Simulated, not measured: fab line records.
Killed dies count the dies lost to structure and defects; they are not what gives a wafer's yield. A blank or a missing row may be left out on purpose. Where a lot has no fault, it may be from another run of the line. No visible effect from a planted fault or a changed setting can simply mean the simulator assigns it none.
Check of tool commonality / flow n5 finfet / Lots sampled 10, wafers sampled 29

WHY THIS WAS OPENED
Flagged at N5_BEOL_M5_CD_MEAS_28: reading cd nm, on 2 of 10 lots. Fault-free wafers read 30.55 nm, with a standard deviation of 0.26.
Rule: a lot gets a flag if all its wafers with a number sit over 4 standard deviations from that mean, or if no wafer of it has a number. The other lots count as sound.

lot=L380; measured=day 8 23:48; on=cd sem-03; cd nm (nm), wafer by wafer=30.47 30.88 30.87; flag=
lot=L381; measured=day 9 03:41; on=cd sem-01; cd nm (nm), wafer by wafer=31.09 30.77 30.52; flag=
lot=L379; measured=day 9 06:19; on=cd sem-03; cd nm (nm), wafer by wafer=30.59 30.46 30.50; flag=
lot=L382; measured=day 9 14:22; on=cd sem-03; cd nm (nm), wafer by wafer=33.30 33.39; flag=FLAGGED
lot=L378; measured=day 10 02:25; on=cd sem-03; cd nm (nm), wafer by wafer=30.60 30.49 31.06; flag=
lot=L385; measured=day 10 06:15; on=cd sem-01; cd nm (nm), wafer by wafer=33.23 33.07 33.31; flag=FLAGGED
lot=L393; measured=day 13 00:26; on=cd sem-01; cd nm (nm), wafer by wafer=30.71 30.79 30.52; flag=
lot=L395; measured=day 13 06:34; on=cd sem-01; cd nm (nm), wafer by wafer=30.44 30.39 29.91; flag=
lot=L399; measured=day 14 12:07; on=cd sem-01; cd nm (nm), wafer by wafer=30.51 30.86 30.17; flag=
lot=L401; measured=day 14 17:46; on=cd sem-01; cd nm (nm), wafer by wafer=30.44 30.63 30.60; flag=
The mean of the flagged lots' numbers is 33.26 nm, +2.71 nm from the usual (+10 standard deviations).

WHICH TOOL RAN EACH LOT
2 process steps preceding the reading are held in the record, out of 1938 steps in the route. Every cell lists first the tool, next ch and the chambers used by the sampled wafers, and last the start.
lot=L380; flag=; N5_BEOL_M5_ETCH_61=rie diel-02 ch 0,2,3, day 8 22:54; N5_BEOL_M5_EXPOSE_25=euv scanner-02 ch 0, day 8 23:40
lot=L381; flag=; N5_BEOL_M5_ETCH_61=rie diel-06 ch 0,3, day 9 01:45; N5_BEOL_M5_EXPOSE_25=euv scanner-01 ch 0, day 9 03:33
lot=L379; flag=; N5_BEOL_M5_ETCH_61=rie diel-04 ch 0,1,3, day 9 05:22; N5_BEOL_M5_EXPOSE_25=euv scanner-02 ch 0, day 9 06:11
lot=L382; flag=FLAGGED; N5_BEOL_M5_ETCH_61=rie diel-02 ch 0,2, day 9 12:18; N5_BEOL_M5_EXPOSE_25=euv scanner-02 ch 0, day 9 14:14
lot=L378; flag=; N5_BEOL_M5_ETCH_61=rie diel-06 ch 2,3, day 10 00:09; N5_BEOL_M5_EXPOSE_25=euv scanner-01 ch 0, day 10 02:16
lot=L385; flag=FLAGGED; N5_BEOL_M5_ETCH_61=rie diel-04 ch 1,3, day 10 03:47; N5_BEOL_M5_EXPOSE_25=euv scanner-02 ch 0, day 10 06:07
lot=L393; flag=; N5_BEOL_M5_ETCH_61=rie diel-04 ch 0,1,2, day 12 22:05; N5_BEOL_M5_EXPOSE_25=euv scanner-01 ch 0, day 13 00:19
lot=L395; flag=; N5_BEOL_M5_ETCH_61=rie diel-02 ch 0,1,3, day 13 01:35; N5_BEOL_M5_EXPOSE_25=euv scanner-01 ch 0, day 13 06:26
lot=L399; flag=; N5_BEOL_M5_ETCH_61=rie diel-02 ch 0,1,2, day 14 09:54; N5_BEOL_M5_EXPOSE_25=euv scanner-01 ch 0, day 14 11:59
lot=L401; flag=; N5_BEOL_M5_ETCH_61=rie diel-02 ch 1,2,3, day 14 16:02; N5_BEOL_M5_EXPOSE_25=euv scanner-01 ch 0, day 14 17:38
What is done by these steps:
- N5_BEOL_M5_ETCH_61: etches SiARC in CF4, target depth 15.6 nm, time 26 s.
- N5_BEOL_M5_EXPOSE_25: exposes mask V4, defocus 10 nm.
- N5_BEOL_M5_CD_MEAS_28: target cd 30.6 nm, target cd y 20 nm.

FLAGGED AGAINST TOTAL, ONE TOOL AT A TIME (gauges that did the reading follow at the end)
step=N5_BEOL_M5_ETCH_61; tool=rie diel-02; lots run=5; flagged=1; share of the flagged lots=some; sound lots run after its first flagged lot=3 (L395,L399,L401)
step=N5_BEOL_M5_ETCH_61; tool=rie diel-04; lots run=3; flagged=1; share of the flagged lots=some; sound lots run after its first flagged lot=1 (L393)
step=N5_BEOL_M5_ETCH_61; tool=rie diel-06; lots run=2; flagged=0; share of the flagged lots=none; sound lots run after its first flagged lot=-
step=N5_BEOL_M5_EXPOSE_25; tool=euv scanner-01; lots run=6; flagged=0; share of the flagged lots=none; sound lots run after its first flagged lot=-
step=N5_BEOL_M5_EXPOSE_25; tool=euv scanner-02; lots run=4; flagged=2; share of the flagged lots=all; sound lots run after its first flagged lot=0
step=N5_BEOL_M5_CD_MEAS_28; tool=cd sem-01; lots run=6; flagged=1; share of the flagged lots=some; sound lots run after its first flagged lot=4 (L393,L395,L399,L401)
step=N5_BEOL_M5_CD_MEAS_28; tool=cd sem-03; lots run=4; flagged=1; share of the flagged lots=some; sound lots run after its first flagged lot=1 (L378)

WHAT THE TABLE PERMITS
All flagged lots share 1 row of the table, namely euv scanner-02 at N5_BEOL_M5_EXPOSE_25.
- euv scanner-02 at N5_BEOL_M5_EXPOSE_25 ran 4 lots, 2 of them flagged. Its last sound lot is L379 (day 9 06:11), its first flagged lot L382 (day 9 14:14): a fault that began between those two fits. Its own readings (exposure dose mJ cm2) fall more than 4 standard deviations out on all wafers of the flagged lots.
Just one tool remains: euv scanner-02 at N5_BEOL_M5_EXPOSE_25.

WHAT THE SIMULATOR HAD INSERTED
Drift in process parameters on euv scanner-02 at N5_BEOL_M5_EXPOSE_25, starting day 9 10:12. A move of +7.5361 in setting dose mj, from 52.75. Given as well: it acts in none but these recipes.
Struck lots among those shown: L382, L385. Same finding as the rule above.
